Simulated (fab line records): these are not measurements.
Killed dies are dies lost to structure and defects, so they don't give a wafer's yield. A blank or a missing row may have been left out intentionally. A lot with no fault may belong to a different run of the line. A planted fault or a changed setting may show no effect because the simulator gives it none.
fab line records | flow n5Finfet
[record] lots = 11 | wafers = 33 | lastDay = 18
route steps=1938 shown BEOL_M1@804 TV_LITHO@1883 PASSIVATION@1909
lots with no fault: from the same line, run without faults
startH: start of the lot's first displayed wafer, in hours after the record's first day | waitH: hours from the lot's prior step to this one | " repeats the value in the row above | L1.1+2: a single row standing in for several wafers | - no value, or no start was given | * or withheld: withheld | < > ~ a bound
route shown NAME@n: a module of which the file shows steps, and the number in the route of the first | usual: average and standard deviation across the fault-free wafers | same: alike in all rows | chamber/n: place in a boat | sites: each site's reading | _std_site: standard deviation of those values | _edge_site: mean of outer sites minus mean of inner sites | radiusMm: how far each site lies from the wafer's centre | mask NAME#n: copy n | behind: the last tool/chamber to shape the wafer | hold: reason for holding the lot/hours on hold/outcome of the hold | device: which transistor (n, p or np) failed to switch | end of line: the route-end tests of the same wafers | a step given without rows: its recipe and nothing more | killed: dies lost to structure and defects at the first sort, not the wafer's yield | map: a wafer's dies, marking killed ones x, the rest . and places with no die _
set.NAME: the setting that was run; set.NAME@STEP: the one run at that earlier step | model.NAME: the simulator's own value behind a step, which no gauge read
steps of the route over a sample of lots; a table a step, a row a wafer
services: from which hour (startH, from the record's first day; less than 0 if before it) a tool's chamber was out of use, for how many hours, and why
[[steps]]
[step N5_BEOL_M1_HM_STRIP_39]
[recipe] chemistry = peroxideTinStrip | material = TiN | targetDepthA = 250 | tempC = 50 | timeS = 158
[usual] bathHeatDutyPct = 7.2/1
lot.wafer | tool        | chamber | startH | waitH | bathHeatDutyPct
L942.1    | wetBench-06 | 6       | 134.37 | 0.0   | 6.5
L942.3    | "           | 7       | "      | "     | 6.9
L942.5    | "           | 4       | "      | "     | 6.4
L943.3    | wetBench-02 | 1       | 137.12 | 0.0   | 8.2
L943.4    | "           | 0       | "      | "     | 7.8
L943.6    | "           | 3       | "      | "     | 6.2
L945.1    | wetBench-04 | 4       | 150.10 | 0.0   | 5.7
L945.3    | "           | 5       | "      | "     | 7.9
L945.5    | "           | 0       | "      | "     | 5.7
L947.3    | wetBench-06 | 3       | 156.00 | 0.0   | 5.3
L947.4    | "           | 5       | "      | "     | 7.1
L947.6    | "           | 6       | "      | "     | 5.8
L948.1    | wetBench-04 | 3       | 161.67 | 0.0   | 7.7
L948.2    | "           | 6       | "      | "     | 8.6
L948.6    | "           | 4       | "      | "     | 5.3
L950.2    | wetBench-02 | 1       | 182.54 | 0.0   | 8.9
L950.4    | "           | 3       | "      | "     | 7.3
L950.6    | "           | 4       | "      | "     | 8.7
L951.2    | wetBench-02 | 7       | 188.66 | 0.0   | 8.2
L951.4    | "           | 2       | "      | "     | 7.5
L951.5    | "           | 6       | "      | "     | 7.5
L959.2    | wetBench-02 | 5       | 229.79 | 0.0   | 6.6
L959.4    | "           | 6       | "      | "     | 7.0
L959.6    | "           | 2       | "      | "     | 7.4
L960.2    | wetBench-06 | 3       | 238.45 | 0.0   | 7.0
L960.5    | "           | 1       | "      | "     | 5.9
L960.6    | "           | 7       | "      | "     | 7.5
L961.3    | wetBench-04 | 3       | 246.36 | 0.0   | 7.8
L961.4    | "           | 7       | "      | "     | 6.9
L961.5    | "           | 6       | "      | "     | 7.2
L965.1    | wetBench-04 | 7       | 268.93 | 0.0   | 6.2
L965.4    | "           | 6       | "      | "     | 7.1
L965.5    | "           | 0       | "      | "     | 6.6
[step N5_PASSIVATION_CD_MEAS_10]
[recipe] targetCdNm = 3000 | landingEnergyEv = 500 | detector = seInlens
[usual] cdNm = 3000/3.2
lot.wafer | tool     | chamber | startH | waitH | cdNm
L942.1    | cdSem-02 | 0       | 286.66 | -     | 3004
L942.3    | "        | 0       | "      | "     | 2996
L942.5    | "        | 0       | "      | "     | 3000
L943.3    | cdSem-02 | 0       | 292.60 | -     | 3004
L943.4    | "        | 0       | "      | "     | 2996
L943.6    | "        | 0       | "      | "     | 2995
L945.1    | cdSem-03 | 0       | 301.03 | -     | 3001
L945.3    | "        | 0       | "      | "     | 3004
L945.5    | "        | 0       | "      | "     | 3002
L947.3    | cdSem-03 | 0       | 311.36 | -     | 3003
L947.4    | "        | 0       | "      | "     | 2997
L947.6    | "        | 0       | "      | "     | 2995
L948.1    | cdSem-02 | 0       | 317.37 | -     | 2996
L948.2    | "        | 0       | "      | "     | 2999
L948.6    | "        | 0       | "      | "     | 3005
L950.2    | cdSem-03 | 0       | 325.66 | -     | 2999
L950.4    | "        | 0       | "      | "     | 3004
L950.6    | "        | 0       | "      | "     | 2999
L951.2    | cdSem-02 | 0       | 335.06 | -     | 2998
L951.4    | "        | 0       | "      | "     | 3002
L951.5    | "        | 0       | "      | "     | 2999
L959.2    | cdSem-03 | 0       | 371.58 | -     | 3001
L959.4    | "        | 0       | "      | "     | 2999
L959.6    | "        | 0       | "      | "     | 3003
L960.2    | cdSem-03 | 0       | 384.56 | -     | 2999
L960.5    | "        | 0       | "      | "     | 3004
L960.6    | "        | 0       | "      | "     | 2994
L961.3    | cdSem-03 | 0       | 389.49 | -     | 2994
L961.4    | "        | 0       | "      | "     | 3000
L961.5    | "        | 0       | "      | "     | 2994
L965.1    | cdSem-03 | 0       | 430.45 | -     | 3000
L965.4    | "        | 0       | "      | "     | 3003
L965.5    | "        | 0       | "      | "     | 2998
[step N5_PASSIVATION_AL_ETCH_33]
[recipe] chemistry = Cl2/BCl3 | targetDepthA = 28000 | overEtchFrac = 0.15 | Cl2_flow_sccm = 180 | bcl3FlowSccm = 60 | target = Al | stopOn = TaN | timeS = 466.7 | ionEnergyEv = 100 | pressureMtorr = 10 | icpW = 900 | biasW = 100
[usual] drypumpMotorCurrentA = 5.7/0.56 | oesProductAu = 0.73/0.083 | throttleValvePct = 34.1/0.43
lot.wafer | tool        | chamber | startH | waitH | drypumpMotorCurrentA | oesProductAu | rfHoursCounterH | throttleValvePct
L942.1    | rieMetal-02 | 1       | 289.52 | 0.1   | 5.5                  | 0.75         | 23              | 34.1
L942.3    | "           | 0       | "      | "     | 5.8                  | 0.57         | -               | 34.7
L942.5    | "           | 1       | "      | "     | 5.5                  | 0.76         | -               | 34.1
L943.3    | rieMetal-02 | 1       | 295.72 | 0.3   | 5.4                  | 0.75         | -               | 34.1
L943.4    | "           | 1       | "      | "     | 5.5                  | 0.76         | -               | 34.1
L943.6    | "           | 1       | "      | "     | 5.4                  | 0.76         | -               | 34.1
L945.1    | rieMetal-01 | 1       | 303.05 | 0.1   | 5.8                  | 0.70         | 34              | 34.7
L945.3    | "           | 1       | "      | "     | 5.8                  | 0.69         | -               | 34.7
L945.5    | "           | 1       | "      | "     | 5.9                  | 0.69         | -               | 34.7
L947.3    | rieMetal-01 | 0       | 314.90 | 0.2   | 6.4                  | 0.78         | -               | 34.3
L947.4    | "           | 1       | "      | "     | 5.9                  | 0.69         | -               | 34.7
L947.6    | "           | 1       | "      | "     | 5.9                  | 0.70         | -               | 34.6
L948.1    | rieMetal-01 | 0       | 319.31 | 0.1   | 6.4                  | 0.77         | 11              | 34.3
L948.2    | "           | 1       | "      | "     | 5.9                  | 0.70         | 37              | 34.6
L948.6    | "           | 0       | "      | "     | 6.4                  | 0.78         | -               | 34.3
L950.2    | rieMetal-03 | 0       | 327.43 | 0.1   | 4.7                  | 0.63         | 77              | 34.2
L950.4    | "           | 0       | "      | "     | 4.7                  | 0.63         | -               | 34.3
L950.6    | "           | 0       | "      | "     | 4.7                  | 0.63         | -               | 34.3
L951.2    | rieMetal-02 | 0       | 337.46 | 0.1   | 5.7                  | 0.86         | 3               | 34.2
L951.4    | "           | 0       | "      | "     | 5.7                  | 0.85         | -               | 34.3
L951.5    | "           | 1       | "      | "     | 5.4                  | 0.76         | -               | 34.0
L959.2    | rieMetal-01 | 0       | 374.23 | 0.1   | 6.4                  | 0.75         | 17              | 34.3
L959.4    | "           | 0       | "      | "     | 6.4                  | 0.76         | -               | 34.2
L959.6    | "           | 0       | "      | "     | 6.4                  | 0.76         | -               | 34.3
L960.2    | rieMetal-01 | 1       | 386.51 | 0.1   | 5.9                  | 0.68         | 42              | 34.6
L960.5    | "           | 0       | "      | "     | 6.4                  | 0.76         | -               | 34.3
L960.6    | "           | 1       | "      | "     | 5.9                  | 0.68         | -               | 34.7
L961.3    | rieMetal-01 | 0       | 391.56 | 0.2   | 6.4                  | 0.75         | -               | 34.3
L961.4    | "           | 1       | "      | "     | 5.9                  | 0.68         | -               | 34.6
L961.5    | "           | 1       | "      | "     | 5.9                  | 0.68         | -               | 34.7
L965.1    | rieMetal-03 | 1       | 432.91 | 0.1   | 5.8                  | 0.80         | 9               | 33.2
L965.4    | "           | 0       | "      | "     | 4.7                  | 0.61         | -               | 34.3
L965.5    | "           | 0       | "      | "     | 4.7                  | 0.62         | -               | 34.2
[step N5_PASSIVATION_PECVD_35]
[recipe] material = SiNx | targetThkA = 7000 | tempC = 400 | precursor = SiH4/NH3/N2 | pressureTorr = 4.9 | rfW = 1406 | timeS = 151.3
[usual] heaterPowerW = 369/80 | showerheadPlenumPTorr = 8.68/0.071 | throttleValvePct = 28.6/1.8
lot.wafer | tool     | chamber | startH | waitH | heaterPowerW | showerheadPlenumPTorr | throttleValvePct
L942.1    | pecvd-04 | 0       | 290.68 | 0.1   | 407          | 8.53                  | 27.8
L942.3    | "        | 2       | "      | "     | 345          | 8.71                  | 27.5
L942.5    | "        | 2       | "      | "     | 358          | 8.69                  | 27.6
L943.3    | pecvd-04 | 2       | 297.21 | 0.1   | 294          | 8.69                  | 27.8
L943.4    | "        | 2       | "      | "     | 336          | 8.68                  | 27.5
L943.6    | "        | 0       | "      | "     | 490          | 8.56                  | 27.4
L945.1    | pecvd-01 | 2       | 304.18 | 0.1   | 305          | 8.65                  | 26.2
L945.3    | "        | 1       | "      | "     | 351          | 8.61                  | 31.0
L945.5    | "        | 1       | "      | "     | 375          | 8.61                  | 31.3
L947.3    | pecvd-02 | 1       | 315.93 | 0.1   | 306          | 8.80                  | 32.2
L947.4    | "        | 2       | "      | "     | 296          | 8.77                  | 28.6
L947.6    | "        | 0       | "      | "     | 394          | 8.70                  | 29.8
L948.1    | pecvd-01 | 1       | 320.49 | 0.1   | 419          | 8.62                  | 31.2
L948.2    | "        | 2       | "      | "     | 368          | 8.65                  | 26.0
L948.6    | "        | 1       | "      | "     | 320          | 8.62                  | 31.4
L950.2    | pecvd-02 | 2       | 328.57 | 0.1   | 379          | 8.76                  | 28.9
L950.4    | "        | 0       | "      | "     | 315          | 8.68                  | 29.6
L950.6    | "        | 1       | "      | "     | 219          | 8.76                  | 31.6
L951.2    | pecvd-04 | 0       | 338.99 | 0.1   | 506          | 8.54                  | 27.5
L951.4    | "        | 0       | "      | "     | 356          | 8.57                  | 27.3
L951.5    | "        | 2       | "      | "     | 307          | 8.73                  | 27.8
L959.2    | pecvd-02 | 2       | 375.53 | 0.1   | 236          | 8.76                  | 28.8
L959.4    | "        | 0       | "      | "     | 428          | 8.69                  | 29.8
L959.6    | "        | 1       | "      | "     | 274          | 8.80                  | 31.8
L960.2    | pecvd-02 | 0       | 387.69 | 0.1   | 344          | 8.73                  | 29.9
L960.5    | "        | 0       | "      | "     | 423          | 8.73                  | 29.8
L960.6    | "        | 2       | "      | "     | 361          | 8.73                  | 28.6
L961.3    | pecvd-04 | 2       | 392.74 | 0.1   | 289          | 8.69                  | 27.8
L961.4    | "        | 1       | "      | "     | 485          | 8.74                  | 27.8
L961.5    | "        | 2       | "      | "     | 314          | 8.70                  | 28.0
L965.1    | pecvd-02 | 2       | 434.04 | 0.1   | 368          | 8.75                  | 29.0
L965.4    | "        | 2       | "      | "     | 229          | 8.75                  | 28.9
L965.5    | "        | 0       | "      | "     | 437          | 8.71                  | 29.8
[step N5_PASSIVATION_PROBE_49]
[usual] defectLimitedYield = 90.5/1.7 | killed_at_M0_to_M3 = 37/12 | killed_at_M4_up = 14/5.2 | killedAtContacts = 12/5.9 | killedAtFrontEnd = 45/14 | killedAtOther = 3.5/2.8 | killedDies = 112/21 | killedOpen = 73/15 | killedShort = 36/8.9 | sort_bin_5_function = 5.6/1.2 | sort_bin_6_memory = 3.5/0.68 | sortNPass = 1068/21 | sortYieldPct = 90.5/1.8
[same] grossDies = 1180 | killedAtBackSide = 0 | sort_bin_4_leakage[%] = 0 | sort_bin_8_speed[%] = 0
lot.wafer | tool      | chamber | startH | waitH | defectLimitedYield[%] | killed_at_M0_to_M3 | killed_at_M4_up | killedAtContacts | killedAtFrontEnd | killedAtOther | killedDies | killedOpen | killedShort | sort_bin_5_function[%] | sort_bin_6_memory[%] | sortNPass | sortYieldPct[%]
L942.1    | prober-01 | -       | 294.41 | 0.0   | 88.6                  | 46                 | 10              | 20               | 49               | 9             | 134        | 92         | 36          | 6.6                    | 4.1                  | 1046      | 88.6
L942.3    | prober-01 | -       | 294.51 | 0.1   | 88.5                  | 43                 | 6               | 26               | 60               | 1             | 136        | 88         | 44          | 7.3                    | 4.0                  | 1044      | 88.5
L942.5    | prober-01 | -       | 294.61 | 0.2   | 89.2                  | 52                 | 11              | 21               | 41               | 3             | 128        | 93         | 35          | 6.4                    | 4.0                  | 1052      | 89.2
L945.1    | prober-01 | -       | 307.87 | 0.0   | 92.2                  | 23                 | 9               | 12               | 42               | 6             | 92         | 58         | 31          | 4.3                    | 2.8                  | 1088      | 92.2
L945.3    | prober-01 | -       | 307.97 | 0.1   | 91.9                  | 34                 | 14              | 15               | 32               | 0             | 95         | 55         | 37          | 5.3                    | 2.4                  | 1085      | 91.9
L945.5    | prober-01 | -       | 308.07 | 0.2   | 90.4                  | 38                 | 18              | 17               | 34               | 6             | 113        | 78         | 28          | 5.3                    | 3.8                  | 1067      | 90.4
L947.3    | prober-02 | -       | 319.73 | 0.1   | 89.3                  | 37                 | 11              | 12               | 66               | 0             | 126        | 81         | 43          | 6.2                    | 3.6                  | 1054      | 89.3
L947.4    | prober-02 | -       | 319.78 | 0.2   | 89.3                  | 43                 | 14              | 5                | 63               | 1             | 126        | 88         | 37          | 6.3                    | 3.8                  | 1054      | 89.3
L947.6    | prober-02 | -       | 319.88 | 0.3   | 89.4                  | 35                 | 15              | 17               | 58               | 0             | 125        | 86         | 35          | 6.5                    | 3.9                  | 1055      | 89.4
L948.1    | prober-02 | -       | 324.27 | 0.0   | 91.9                  | 40                 | 19              | 15               | 15               | 6             | 95         | 64         | 30          | 4.4                    | 3.5                  | 1085      | 91.9
L948.2    | prober-02 | -       | 324.32 | 0.1   | 92.5                  | 33                 | 15              | 11               | 29               | 0             | 88         | 58         | 29          | 4.0                    | 3.1                  | 1092      | 92.5
L948.6    | prober-02 | -       | 324.52 | 0.3   | 90.9                  | 48                 | 19              | 14               | 23               | 3             | 107        | 70         | 36          | 5.4                    | 3.2                  | 1073      | 90.9
L950.4    | prober-02 | -       | 332.87 | 0.2   | 90.5                  | 28                 | 12              | 12               | 58               | 2             | 112        | 82         | 26          | 5.3                    | 4.0                  | 1068      | 90.5
L951.2    | prober-01 | -       | 342.66 | 0.1   | 91.9                  | 25                 | 12              | 11               | 42               | 5             | 95         | 53         | 32          | 4.2                    | 2.8                  | 1085      | 91.9
L951.4    | prober-01 | -       | 342.76 | 0.2   | 93.0                  | 23                 | 10              | 3                | 46               | 1             | 83         | 55         | 26          | 4.4                    | 2.5                  | 1097      | 93.0
L951.5    | prober-01 | -       | 342.81 | 0.2   | 93.0                  | 27                 | 9               | 8                | 38               | 1             | 83         | 50         | 30          | 4.3                    | 2.4                  | 1097      | 93.0
L959.2    | prober-01 | -       | 379.66 | 0.4   | 80.8                  | 134                | 25              | 16               | 49               | 2             | 226        | 77         | 39          | 13.3                   | 4.7                  | 954       | 80.8
L959.4    | prober-01 | -       | 379.76 | 0.5   | 89.5                  | 28                 | 17              | 17               | 60               | 2             | 124        | 75         | 44          | 6.2                    | 3.7                  | 1056      | 89.5
L959.6    | prober-01 | -       | 379.86 | 0.6   | 89.1                  | 63                 | 8               | 17               | 40               | 1             | 129        | 82         | 45          | 7.0                    | 3.4                  | 1051      | 89.1
L960.2    | prober-01 | -       | 391.50 | 0.1   | 85.4                  | 60                 | 12              | 18               | 77               | 5             | 172        | 114        | 54          | 10.0                   | 4.2                  | 1008      | 85.4
L960.5    | prober-01 | -       | 391.65 | 0.2   | 87.5                  | 52                 | 9               | 18               | 65               | 4             | 148        | 97         | 49          | 7.8                    | 4.2                  | 1032      | 87.5
L960.6    | prober-01 | -       | 391.70 | 0.3   | 89.6                  | 38                 | 12              | 12               | 57               | 4             | 123        | 78         | 39          | 6.2                    | 3.9                  | 1057      | 89.6
L961.3    | prober-02 | -       | 396.53 | 0.1   | 90.7                  | 51                 | 11              | 13               | 32               | 3             | 110        | 72         | 36          | 5.6                    | 3.4                  | 1070      | 90.7
L961.4    | prober-02 | -       | 396.58 | 0.2   | 91.0                  | 45                 | 10              | 11               | 37               | 3             | 106        | 63         | 32          | 5.2                    | 3.1                  | 1074      | 91.0
L961.5    | prober-02 | -       | 396.63 | 0.2   | 90.0                  | 53                 | 11              | 9                | 39               | 6             | 118        | 78         | 38          | 6.1                    | 3.6                  | 1062      | 90.0
L965.1    | prober-01 | -       | 438.05 | 0.0   | 91.9                  | 35                 | 9               | 10               | 37               | 4             | 95         | 54         | 35          | 4.7                    | 3.1                  | 1085      | 91.9
L965.4    | prober-01 | -       | 438.20 | 0.2   | 88.6                  | 61                 | 18              | 15               | 40               | 0             | 134        | 86         | 42          | 6.6                    | 4.1                  | 1046      | 88.6
L965.5    | prober-01 | -       | 438.25 | 0.2   | 94.7                  | 13                 | 11              | 6                | 29               | 3             | 62         | 43         | 17          | 3.0                    | 2.2                  | 1118      | 94.7
// killed by level:class
L942.1 MOL_CONTACT_COAG:geometricParticle:open=16 BEOL_M3:geometricParticle:open=14 STI_FIN_REVEAL:geometricParticle:open=9 BEOL_M0_SAQP:geometricParticle:open=9 ILD0:geometricParticle:open=8 BEOL_M2:geometricParticle:open=8 FIN_SAQP:geometricParticle:open=7 BEOL_M0_SAQP:geometricParticle:short=6
L942.3 MOL_CONTACT_COAG:geometricParticle:open=19 BEOL_M0_SAQP:geometricParticle:short=18 FIN_SAQP:geometricParticle:open=16 STI_FIN_REVEAL:geometricParticle:open=11 BEOL_M0_SAQP:geometricParticle:open=11 DUMMY_GATE:geometricParticle:open=7 MOL_CONTACT_COAG:geometricParticle:short=7 BEOL_M2:geometricParticle:open=5
L942.5 MOL_CONTACT_COAG:geometricParticle:open=19 BEOL_M3:geometricParticle:open=14 STI_FIN_REVEAL:geometricParticle:open=11 BEOL_M2:geometricParticle:open=10 BEOL_M0_SAQP:geometricParticle:short=9 BEOL_M0_SAQP:geometricParticle:open=8 DUMMY_GATE:geometricParticle:open=6 FIN_SAQP:geometricParticle:open=5
L945.1 MOL_CONTACT_COAG:geometricParticle:open=11 DUMMY_GATE:geometricParticle:open=7 FIN_SAQP:geometricParticle:open=5 STI_FIN_REVEAL:geometricParticle:open=5 GATE_CUT:geometricParticle:open=5 GATE_CUT:geometricParticle:short=5 BEOL_M0_SAQP:geometricParticle:open=5 FIN_SAQP:geometricParticle:short=4
L945.3 MOL_CONTACT_COAG:geometricParticle:open=11 BEOL_M0_SAQP:geometricParticle:short=9 BEOL_M0_SAQP:geometricParticle:open=7 BEOL_M4:geometricParticle:open=7 ILD0:geometricParticle:short=6 FIN_SAQP:geometricParticle:short=5 STI_FIN_REVEAL:geometricParticle:open=5 BEOL_M1:geometricParticle:open=5
L945.5 MOL_CONTACT_COAG:geometricParticle:open=15 BEOL_M0_SAQP:geometricParticle:open=10 BEOL_M2:geometricParticle:open=7 STI_FIN_REVEAL:geometricParticle:open=6 DUMMY_GATE:geometricParticle:open=6 BEOL_M0_SAQP:geometricParticle:short=6 BEOL_M3:geometricParticle:open=5 PAD_METAL:geometricParticle:open=5
L947.3 STI_FIN_REVEAL:geometricParticle:open=20 FIN_SAQP:geometricParticle:short=13 FIN_SAQP:geometricParticle:open=12 BEOL_M0_SAQP:geometricParticle:short=12 BEOL_M0_SAQP:geometricParticle:open=11 MOL_CONTACT_COAG:geometricParticle:open=10 GATE_CUT:geometricParticle:short=9 BEOL_M4:geometricParticle:open=6
L947.4 STI_FIN_REVEAL:geometricParticle:open=23 FIN_SAQP:geometricParticle:open=15 BEOL_M2:geometricParticle:open=11 FIN_SAQP:geometricParticle:short=10 BEOL_M0_SAQP:geometricParticle:short=9 BEOL_M0_SAQP:geometricParticle:open=8 BEOL_M1:geometricParticle:open=6 MOL_CONTACT_COAG:geometricParticle:open=5
L947.6 FIN_SAQP:geometricParticle:open=17 MOL_CONTACT_COAG:geometricParticle:open=16 STI_FIN_REVEAL:geometricParticle:open=15 BEOL_M0_SAQP:geometricParticle:open=12 FIN_SAQP:geometricParticle:short=9 BEOL_M0_SAQP:geometricParticle:short=9 BEOL_M3:geometricParticle:open=8 BEOL_M4:geometricParticle:open=6
L948.1 MOL_CONTACT_COAG:geometricParticle:open=11 BEOL_M0_SAQP:geometricParticle:open=10 BEOL_M3:geometricParticle:open=9 BEOL_M4:geometricParticle:open=9 BEOL_M0_SAQP:geometricParticle:short=8 STI_FIN_REVEAL:geometricParticle:open=4 DUMMY_GATE:geometricParticle:open=4 MOL_CONTACT_COAG:geometricParticle:short=4
L948.2 BEOL_M0_SAQP:geometricParticle:open=13 MOL_CONTACT_COAG:geometricParticle:open=9 BEOL_M0_SAQP:geometricParticle:short=7 ILD0:geometricParticle:open=6 GATE_CUT:geometricParticle:short=6 FIN_SAQP:geometricParticle:short=5 BEOL_M4:geometricParticle:open=5 BEOL_M1:geometricParticle:open=4
L948.6 BEOL_M0_SAQP:geometricParticle:open=16 BEOL_M0_SAQP:geometricParticle:short=13 MOL_CONTACT_COAG:geometricParticle:open=12 BEOL_M4:geometricParticle:open=8 BEOL_M1:geometricParticle:open=7 BEOL_M3:geometricParticle:open=5 DUMMY_GATE:geometricParticle:short=4 ILD0:geometricParticle:open=4
L950.4 STI_FIN_REVEAL:geometricParticle:open=16 FIN_SAQP:geometricParticle:open=12 MOL_CONTACT_COAG:geometricParticle:open=11 BEOL_M2:geometricParticle:open=11 FIN_SAQP:geometricParticle:short=6 STARTING-WAFER:geometricParticle:open=6 BEOL_M0_SAQP:geometricParticle:open=5 DUMMY_GATE:geometricParticle:open=4
L951.2 MOL_CONTACT_COAG:geometricParticle:open=10 HKMG_FIN:areaEtch=9 FIN_SAQP:geometricParticle:short=6 GATE_CUT:geometricParticle:short=6 FIN_SAQP:geometricParticle:open=5 BEOL_M0_SAQP:geometricParticle:open=5 BEOL_M4:geometricParticle:open=5 BEOL_M1:geometricParticle:open=5
L951.4 FIN_SAQP:geometricParticle:open=16 FIN_SAQP:geometricParticle:short=8 STI_FIN_REVEAL:geometricParticle:open=5 GATE_CUT:geometricParticle:short=5 BEOL_M0_SAQP:geometricParticle:open=5 BEOL_M4:geometricParticle:open=5 BEOL_M2:geometricParticle:open=4 DUMMY_GATE:geometricParticle:open=3
L951.5 STI_FIN_REVEAL:geometricParticle:open=7 GATE_CUT:geometricParticle:short=6 BEOL_M2:geometricParticle:open=6 BEOL_M3:geometricParticle:open=6 FIN_SAQP:geometricParticle:short=5 MOL_CONTACT_COAG:geometricParticle:short=5 BEOL_M0:geometricParticle:open=5 FIN_SAQP:geometricParticle:open=4
L959.2 BEOL_M1:unspecified=108 STI_FIN_REVEAL:geometricParticle:open=15 BEOL_M4:geometricParticle:open=12 MOL_CONTACT_COAG:geometricParticle:open=11 DUMMY_GATE:geometricParticle:open=9 FIN_SAQP:geometricParticle:short=8 MOL_CONTACT_COAG:geometricParticle:short=5 BEOL_M1:geometricParticle:open=5
L959.4 FIN_SAQP:geometricParticle:open=12 MOL_CONTACT_COAG:geometricParticle:open=12 BEOL_M4:geometricParticle:open=7 FIN_SAQP:geometricParticle:short=6 BEOL_M0_SAQP:geometricParticle:short=6 STI_FIN_REVEAL:geometricParticle:open=5 MOL_CONTACT_COAG:geometricParticle:short=5 BEOL_M4:geometricParticle:short=5
L959.6 BEOL_M0_SAQP:geometricParticle:open=27 BEOL_M0_SAQP:geometricParticle:short=17 MOL_CONTACT_COAG:geometricParticle:open=13 FIN_SAQP:geometricParticle:short=12 FIN_SAQP:geometricParticle:open=10 BEOL_M1:geometricParticle:open=5 STARTING-WAFER:geometricParticle:open=5 STI_FIN_REVEAL:geometricParticle:open=4
L960.2 STI_FIN_REVEAL:geometricParticle:open=40 BEOL_M3:geometricParticle:open=15 BEOL_M0_SAQP:geometricParticle:short=14 MOL_CONTACT_COAG:geometricParticle:open=13 BEOL_M0_SAQP:geometricParticle:open=11 FIN_SAQP:geometricParticle:short=9 STI_FIN_REVEAL:geometricParticle:short=6 GATE_CUT:geometricParticle:short=6
L960.5 STI_FIN_REVEAL:geometricParticle:open=28 BEOL_M0_SAQP:geometricParticle:short=17 MOL_CONTACT_COAG:geometricParticle:open=15 BEOL_M0_SAQP:geometricParticle:open=13 FIN_SAQP:geometricParticle:open=7 BEOL_M1:geometricParticle:open=7 FIN_SAQP:geometricParticle:short=6 STI_FIN_REVEAL:geometricParticle:short=6
L960.6 STI_FIN_REVEAL:geometricParticle:open=17 FIN_SAQP:geometricParticle:short=13 FIN_SAQP:geometricParticle:open=10 MOL_CONTACT_COAG:geometricParticle:open=9 BEOL_M0_SAQP:geometricParticle:short=9 BEOL_M0_SAQP:geometricParticle:open=9 BEOL_M2:geometricParticle:open=7 BEOL_M3:geometricParticle:open=7
L961.3 BEOL_M0_SAQP:geometricParticle:short=12 MOL_CONTACT_COAG:geometricParticle:open=11 BEOL_M3:geometricParticle:open=11 STI_FIN_REVEAL:geometricParticle:open=9 BEOL_M1:geometricParticle:open=8 BEOL_M0_SAQP:geometricParticle:open=7 FIN_SAQP:geometricParticle:short=6 BEOL_M0:geometricParticle:open=5
L961.4 BEOL_M0_SAQP:geometricParticle:open=11 BEOL_M3:geometricParticle:open=11 BEOL_M0_SAQP:geometricParticle:short=10 STI_FIN_REVEAL:geometricParticle:open=8 MOL_CONTACT_COAG:geometricParticle:open=7 HKMG_FIN:areaEtch=6 DUMMY_GATE:geometricParticle:open=5 GATE_CUT:geometricParticle:short=5
L961.5 BEOL_M0_SAQP:geometricParticle:short=12 BEOL_M0_SAQP:geometricParticle:open=11 STI_FIN_REVEAL:geometricParticle:open=10 BEOL_M1:geometricParticle:open=9 BEOL_M3:geometricParticle:open=7 MOL_CONTACT_COAG:geometricParticle:open=6 GATE_CUT:geometricParticle:short=6 BEOL_M2:geometricParticle:open=6
L965.1 MOL_CONTACT_COAG:geometricParticle:open=8 BEOL_M0_SAQP:geometricParticle:short=8 FIN_SAQP:geometricParticle:short=6 DUMMY_GATE:geometricParticle:open=6 BEOL_M0_SAQP:geometricParticle:open=6 BEOL_M2:geometricParticle:open=6 DUMMY_GATE:geometricParticle:short=5 GATE_CUT:geometricParticle:short=5
L965.4 MOL_CONTACT_COAG:geometricParticle:open=13 BEOL_M0_SAQP:geometricParticle:short=12 BEOL_M2:geometricParticle:open=11 FIN_SAQP:geometricParticle:short=10 BEOL_M1:geometricParticle:open=8 FIN_SAQP:geometricParticle:open=7 BEOL_M0_SAQP:geometricParticle:open=6 BEOL_M0:geometricParticle:open=6
L965.5 STI_FIN_REVEAL:geometricParticle:short=5 STI_FIN_REVEAL:geometricParticle:open=5 MOL_CONTACT_COAG:geometricParticle:open=5 BEOL_M4:geometricParticle:open=5 FIN_SAQP:geometricParticle:open=4 STARTING-WAFER:geometricParticle:open=4 BEOL_M3:geometricParticle:open=3 DUMMY_GATE:geometricParticle:open=2
[[services]]
tool        | chamber | startH | hours | kind
rieMetal-03 | 0       | 118.19 | 7.1   | repair
pecvd-02    | 0       | 118.68 | 2.1   | scheduledDown
rieMetal-01 | -       | 128.06 | 0.1   | repair
pecvd-04    | 0       | 136.78 | 13.9  | repair
rieMetal-01 | 0       | 163.88 | -     | clean
rieMetal-01 | 0       | 163.88 | 36.8  | scheduledDown
rieMetal-01 | 0       | 163.88 | 36.8  | ventCycle
pecvd-04    | 1       | 170.87 | 13.4  | repair
rieMetal-03 | 1       | 200.76 | 2.8   | repair
pecvd-02    | 1       | 204.81 | 2.1   | scheduledDown
pecvd-02    | 2       | 212.94 | 5.5   | scheduledDown
pecvd-01    | 1       | 234.87 | 10.4  | repair
pecvd-02    | -       | 240.78 | 1.8   | repair
pecvd-04    | -       | 255.35 | 2.8   | pm
pecvd-02    | 2       | 301.11 | 4.4   | repair
pecvd-04    | -       | 309.26 | 0.5   | repair
pecvd-02    | -       | 313.43 | 2.2   | repair
wetBench-02 | -       | 330.21 | 0.5   | repair
wetBench-04 | -       | 355.87 | 1.2   | repair
rieMetal-01 | 1       | 357.37 | 4.6   | repair
pecvd-04    | -       | 375.29 | 6.0   | pm
pecvd-02    | -       | 376.41 | 2.8   | pm
pecvd-02    | 0       | 397.09 | 3.0   | repair
pecvd-01    | -       | 430.48 | 4.9   | repair
[[key]]
[firstSign] step = N5_PASSIVATION_PROBE_49 | reading = killed_at_M0_to_M3 | direction = up | sigmas = 8 | usual = 37 | struck = 134
[effect] step = N5_PASSIVATION_PROBE_49 | reading = defectLimitedYield | direction = down | sigmas = 5.5 | usual = 90.5 | struck = 80.8
[moreKillsBornAt] N5_BEOL_M1_HM_STRIP_39@wetBench-02 = 108
metAt N5_BEOL_M1_HM_STRIP_39
struckLots L959
struckWafers L959.2
notActingAt N5_PASSIVATION_CD_MEAS_10,N5_PASSIVATION_AL_ETCH_33,N5_PASSIVATION_PECVD_35
[fault] kind = chamberParticleSource | tool = wetBench-02 | chamber = 5 | onsetH = 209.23 | steps = N5_BEOL_M1_HM_STRIP_39 | ratePerVisitCm2 = 0.59284 | endH = 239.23
